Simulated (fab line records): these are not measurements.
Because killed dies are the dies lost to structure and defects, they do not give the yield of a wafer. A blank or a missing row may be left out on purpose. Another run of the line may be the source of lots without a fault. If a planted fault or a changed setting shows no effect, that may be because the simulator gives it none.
Which tool did it?    flow n5_finfet    9 lots with 27 wafers sampled at 5 steps, on a route of 1938 steps

## WHAT THE GAUGES SHOWED, per wafer
N5_BEOL_M4_RC_MEAS_101.
lot   measured      on         CJ_N            DIBL_N (mV/V)   DIBL_P (mV/V)   IOFF_N (nA/um)     IOFF_P (nA/um)     ION_N (uA/um)  ION_P (uA/um)  RS_PWELL (ohm/sq)  SS_N (mV/dec)   SS_P (mV/dec)   VT_N (mV)          VT_P (mV)
L659  day 9 18:11   prober-01  4.28 4.31 4.38  37.5 37.8 35.0  38.2 39.5 35.7  0.185 0.200 0.143  0.238 0.248 0.190  676 675 670    460 459 463    3013 3025 3004     71.3 73.1 71.3  74.3 74.2 73.0  247.9 245.3 250.0  -248.6 -248.1 -251.1
L660  day 10 12:52  prober-01  4.09 4.25 4.22  35.6 34.9 35.7  36.9 35.4 35.9  0.152 0.134 0.153  0.178 0.170 0.178  669 670 671    451 456 455    2987 3005 2987     71.1 71.3 72.0  73.6 73.3 73.3  248.7 249.2 251.5  -253.7 -252.4 -253.4
L662  day 10 22:22  prober-01  4.31 4.29 4.31  37.2 36.5 35.9  37.1 36.6 35.2  0.172 0.161 0.140  0.244 0.243 0.227  676 672 669    472 467 469    3024 3065 3023     71.9 71.8 71.0  73.9 73.0 72.7  248.4 247.0 252.1  -244.4 -247.3 -248.4
L666  day 17 15:38  prober-02  4.45 4.33 4.38  35.6 35.7 36.2  35.6 36.2 36.6  0.134 0.138 0.144  0.184 0.190 0.195  670 664 668    460 463 461    2993 3015 2999     71.4 71.3 71.4  73.3 72.7 73.2  250.1 251.8 250.7  -253.3 -253.4 -251.7
L669  day 14 12:06  prober-01  4.39 4.45 4.29  37.2 38.5 36.4  36.9 38.1 36.1  0.151 0.178 0.139  0.183 0.206 0.181  670 664 658    455 452 447    2995 2986 2966     71.2 72.3 71.2  73.8 73.0 73.0  251.3 250.4 253.2  -253.2 -249.8 -252.0
L676  day 17 01:21  prober-02  3.24 3.23 3.25  40.1 38.9 38.6  37.3 35.8 35.6  0.234 0.188 0.191  0.236 0.206 0.204  683 685 674    462 465 457    2698 2678 2714     72.7 72.5 72.8  73.9 73.1 73.6  244.9 251.5 249.5  -248.3 -249.6 -249.6
L678  day 17 06:04  prober-02  3.19 3.14 3.19  37.7 40.7 38.3  36.4 40.9 37.2  0.179 0.252 0.202  0.210 0.301 0.236  680 704 682    466 479 471    2695 2680 2693     72.3 72.8 71.9  72.9 74.0 73.1  249.1 242.0 245.3  -250.0 -244.8 -247.0
L679  day 16 08:40  prober-01  4.18 4.18 4.25  34.9 34.3 34.9  37.6 36.8 36.6  0.168 0.150 0.157  0.241 0.235 0.232  668 673 665    470 472 465    2974 3003 2973     70.4 71.7 71.8  73.3 73.1 72.6  247.3 249.5 251.7  -247.3 -244.4 -248.7
L681  day 16 04:41  prober-02  4.35 4.45 4.32  37.2 38.7 37.2  36.6 36.8 35.6  0.171 0.196 0.161  0.241 0.250 0.223  678 671 674    467 461 464    3025 3025 3033     72.2 72.8 71.9  73.7 73.2 73.3  251.6 246.3 247.5  -246.2 -246.9 -249.5

## WHICH TOOL RAN EACH LOT (tool, then ch and the chambers of the sampled wafers, then the start)
lot   N5_WELL_APT_IMPLANT_32          N5_WELL_APT_EPI_41              N5_PMOS_HMC_CHANNEL_EPI_STRIP_33   N5_PMOS_HMC_CHANNEL_EPI_CMP_21
L659  implanter-02 ch 0, day 1 21:24  epi_rpcvd-03 ch 0, day 1 22:32  rie_diel-06 ch 0,3, day 1 23:53    cmp-04 ch 0,1,2, day 2 01:48
L660  implanter-02 ch 0, day 2 03:44  epi_rpcvd-04 ch 0, day 2 04:46  rie_diel-01 ch 0,1,2, day 2 05:44  cmp-03 ch 1,2,3, day 2 07:49
L662  implanter-02 ch 0, day 2 15:25  epi_rpcvd-04 ch 0, day 2 16:31  rie_diel-03 ch 1,2,3, day 2 17:34  cmp-04 ch 1,2, day 2 19:49
L666  implanter-02 ch 0, day 3 15:14  epi_rpcvd-03 ch 0, day 3 16:07  rie_diel-06 ch 0,3, day 3 18:05    cmp-02 ch 1,3, day 3 20:31
L669  implanter-01 ch 0, day 4 09:40  epi_rpcvd-03 ch 0, day 4 10:29  rie_diel-06 ch 0,1,3, day 4 11:59  cmp-03 ch 1,2,3, day 4 14:17
L676  implanter-02 ch 0, day 6 03:33  epi_rpcvd-03 ch 0, day 6 04:17  rie_diel-01 ch 0,2,3, day 6 05:47  cmp-03 ch 0,3, day 6 08:04
L678  implanter-02 ch 0, day 6 15:47  epi_rpcvd-03 ch 0, day 6 16:42  rie_diel-01 ch 1,2,3, day 6 18:00  cmp-03 ch 0,3, day 6 19:55
L679  implanter-01 ch 0, day 6 21:27  epi_rpcvd-02 ch 0, day 6 22:23  rie_diel-06 ch 0,1,2, day 6 23:17  cmp-02 ch 0,1,3, day 7 01:36
L681  implanter-01 ch 0, day 7 09:37  epi_rpcvd-03 ch 0, day 7 10:35  rie_diel-03 ch 2,3, day 7 11:49    cmp-03 ch 1,3, day 7 13:43
- N5_WELL_APT_IMPLANT_32
- N5_WELL_APT_EPI_41: deposits Si from SiH4/H2, target thk 50 nm, time 297.7 s.
- N5_PMOS_HMC_CHANNEL_EPI_STRIP_33: strips in N2/H2.
- N5_PMOS_HMC_CHANNEL_EPI_CMP_21: polishes SiGe30, target thk 54 nm.

## WHAT THE TOOLS THEMSELVES READ (means of the sampled wafers that have a number; where no wafer has one, the mark that the record gives instead)
N5_WELL_APT_IMPLANT_32.
lot   tool          beam_energy_keV  rotation_deg (degrees)
L659  implanter-02  49.992           0.037
L660  implanter-02  49.988           0.017
L662  implanter-02  49.989           0.015
L666  implanter-02  50.011           -0.024
L669  implanter-01  50.012           -0.008
L676  implanter-02  72.331           -0.025
L678  implanter-02  72.316           -0.017
L679  implanter-01  49.990           0.013
L681  implanter-01  49.998           -0.023

N5_WELL_APT_EPI_41.
lot   tool          lamp_inner_pct (%)  susceptor_temp_C_max  throttle_valve_pct (%)
L659  epi_rpcvd-03  16.4                651.4                 11.2
L660  epi_rpcvd-04  14.1                651.5                 10.9
L662  epi_rpcvd-04  14.0                651.5                 11.0
L666  epi_rpcvd-03  16.4                650.8                 11.2
L669  epi_rpcvd-03  16.3                650.9                 11.2
L676  epi_rpcvd-03  16.5                650.9                 11.2
L678  epi_rpcvd-03  16.3                651.4                 11.1
L679  epi_rpcvd-02  10.9                651.7                 11.7
L681  epi_rpcvd-03  16.4                651.4                 11.1

N5_PMOS_HMC_CHANNEL_EPI_STRIP_33.
lot   tool         drypump_motor_current_A (A)  oes_product_au (a.u.)  rf_vpp_V (V)  showerhead_plenum_p_Torr (Torr)  throttle_valve_pct (%)
L659  rie_diel-06  6.0                          0.74                   53.2          3.31                             18.8
L660  rie_diel-01  5.6                          0.78                   54.0          3.32                             19.3
L662  rie_diel-03  5.8                          0.85                   55.1          3.40                             18.7
L666  rie_diel-06  6.3                          0.77                   54.5          3.41                             19.0
L669  rie_diel-06  6.2                          0.72                   54.3          3.34                             19.0
L676  rie_diel-01  5.7                          0.83                   55.2          3.39                             19.0
L678  rie_diel-01  5.8                          0.83                   55.0          3.35                             19.1
L679  rie_diel-06  6.1                          0.86                   55.2          3.40                             18.8
L681  rie_diel-03  6.0                          0.84                   55.0          3.36                             18.8

N5_PMOS_HMC_CHANNEL_EPI_CMP_21.
lot   tool    motor_current_A (A)
L659  cmp-04  12.7
L660  cmp-03  12.0
L662  cmp-04  12.4
L666  cmp-02  12.0
L669  cmp-03  12.0
L676  cmp-03  12.1
L678  cmp-03  12.0
L679  cmp-02  11.3
L681  cmp-03  12.5

## THE ANSWER, worked out from the rows above alone
Rule: the usual values come from the lots themselves. The widest of any qualifying gaps counts: lots, ordered by their means at a reading, are off when they make up no more than a third of the lots, leave a main group of 4 or more, and stand apart from it by 3 or more times the standard deviation of that group's means. Not used: any main group whose means are identical at the precision the tables above print for the reading. A lot without any number at a reading at which 4 lots or more have one is off too. Where the step has rows for the other lots, those lots are counted as sound. After the gauges, taken in route order, come the tools' own readings; for these a lot's mean is taken, as printed above. At the first step where some lot is off, the reading lying furthest off is the one used; lots without a number count as furthest.
Off: L676, L678, at N5_BEOL_M4_RC_MEAS_101 (RS_PWELL). Mean 3006 ohm/sq and standard deviation 20 in the main group.
If a tool, at a process step before that reading, ran all the lots that are off and no sound lot after the first of them, it fits. Not tried: the gauges at N5_BEOL_M4_RC_MEAS_101; whatever is off there is also off at N5_WELL_APT_IMPLANT_32, on other tools, and gauge error can't account for it. This does not decide it: 2 tools fit, namely implanter-02 at N5_WELL_APT_IMPLANT_32 and rie_diel-01 at N5_PMOS_HMC_CHANNEL_EPI_STRIP_33.

## WHAT THE SIMULATOR PUT IN
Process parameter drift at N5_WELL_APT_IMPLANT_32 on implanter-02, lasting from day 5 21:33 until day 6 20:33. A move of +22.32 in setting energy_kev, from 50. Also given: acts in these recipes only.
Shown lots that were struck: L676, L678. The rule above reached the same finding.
